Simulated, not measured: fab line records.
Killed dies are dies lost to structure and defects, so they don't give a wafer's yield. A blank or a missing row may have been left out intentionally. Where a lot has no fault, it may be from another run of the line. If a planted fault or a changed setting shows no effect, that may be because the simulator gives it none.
Matching of chambers | flow nand harc | NHARC_A_STAIRCASE_DEP_325 on pecvd-04: 3 sister chambers
The step deposits SiO2, target thk 3800 nm. 14 wafers are shown with their chamber, then 7 later ones without.

EACH WAFER AND ITS CHAMBER
wafer  | chamber | heater power outer w (W) | heater power w (W) | mfc precursor sccm (sccm)
L078.1 | 1       | 543                      | 887                | 200.9
L078.3 | 2       | 496                      | 785                | 199.8
L078.5 | 1       | 417                      | 742                | 200.2
L079.4 | 0       | 346                      | 657                | 199.1
L079.5 | 1       | 426                      | 737                | 201.2
L079.6 | 2       | 378                      | 640                | 199.0
L082.2 | 2       | 486                      | 765                | 200.1
L082.3 | 1       | 534                      | 880                | 200.8
L082.5 | 0       | 355                      | 673                | 200.5
L081.2 | 0       | 418                      | 756                | 200.8
L081.3 | 2       | 478                      | 780                | 199.8
L081.5 | 0       | 349                      | 665                | 200.9
L087.3 | 2       | 390                      | 643                | 199.3
L087.4 | 2       | 370                      | 633                | 200.3

SIGNATURES (averages over the wafers above)
reading              | chamber 0 | chamber 1 | chamber 2 | scatter within a chamber
heater power outer w | 367.00    | 480.00    | 433.00    | 56.3
heater power w       | 687.75    | 811.50    | 707.67    | 71.3
mfc precursor sccm   | 200.325   | 200.775   | 199.717   | 0.588
Rule: for a wafer and a chamber, the distance is found by dividing, reading by reading, the gap between the wafer's reading and the chamber's mean by the reading's scatter, squaring, summing and taking the root. If the next closest chamber is less than 2 further off than the closest, the wafer can't be placed; otherwise it belongs to the closest. The scatter: take each reading less its chamber's mean, square it, sum over the shown wafers, divide by the number of wafers less the number of chambers, and take the root.

WAFERS MISSING THEIR CHAMBER
wafer  | heater power outer w (W) | heater power w (W) | mfc precursor sccm (sccm)
L087.5 | 428                      | 731                | 199.1
L091.1 | 416                      | 682                | 200.3
L091.2 | 441                      | 755                | 200.8
L091.6 | 420                      | 736                | 201.4
L094.2 | 490                      | 827                | 200.1
L094.3 | 369                      | 626                | 200.3
L094.4 | 313                      | 554                | 200.0

WHICH CHAMBER EACH WENT THROUGH
wafer  | from the rows above          | in truth
L087.5 | can't be placed: 2 or 0      | 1
L091.1 | can't be placed: 0 or 2 or 1 | 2
L091.2 | can't be placed: 1 or 0 or 2 | 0
L091.6 | can't be placed: 1 or 0 or 2 | 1
L094.2 | can't be placed: 1 or 2 or 0 | 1
L094.3 | can't be placed: 0 or 2      | 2
L094.4 | can't be placed: 0 or 2      | 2
0 of 7 placed correctly. Not placeable from these rows: 7 (in 6, the candidates include the true chamber). Wrongly placed: 0.
